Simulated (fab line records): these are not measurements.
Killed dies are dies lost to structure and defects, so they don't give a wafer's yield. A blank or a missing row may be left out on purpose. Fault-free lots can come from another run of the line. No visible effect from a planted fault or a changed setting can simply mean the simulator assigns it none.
Matching of chambers | flow nand-harc | 4 sister chambers for NHARC_P_ZERO_WELL_DESCUM_54 on rie-diel-09
The step chemistry O2, time 3 s. 4 wafers are shown with their chamber, then 7 later ones without.

## WAFERS, EACH WITH ITS CHAMBER
wafer  | chamber | drypump-motor-current-A (A)
L079.4 | 2       | 5.5
L084.2 | 0       | 5.3
L093.1 | 3       | 6.6
L093.3 | 1       | 5.5

## WAFERS WHOSE CHAMBER IS MISSING
wafer  | drypump-motor-current-A (A)
L093.5 | 6.6
L094.1 | 5.6
L094.4 | 5.3
L094.5 | 5.5
L095.1 | 6.6
L095.3 | 5.5
L095.4 | 5.5

## EACH ONE'S CHAMBER
wafer  | from the rows above     | in truth
L093.5 | 3                       | 3
L094.1 | can't be placed: 1 or 2 | 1
L094.4 | 0                       | 0
L094.5 | can't be placed: 1 or 2 | 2
L095.1 | 3                       | 3
L095.3 | can't be placed: 1 or 2 | 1
L095.4 | can't be placed: 1 or 2 | 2
3 of 7 placed correctly. These rows do not allow placing 4 (true chamber among the candidates in 4). Wrongly placed: 0.
How it was worked out, from the rows above alone: a wafer's distance from a chamber is the root of the sum, over the readings, of the square of ((its reading less the chamber's mean) divided by the reading's scatter). If the next closest chamber is less than 2 further off than the closest, the wafer can't be placed; otherwise it belongs to the closest. Each chamber's mean is taken over the wafers shown for it. The scatter: with one shown wafer a chamber, the root of the mean of the squares of how far each hidden wafer lies from its nearest shown one.
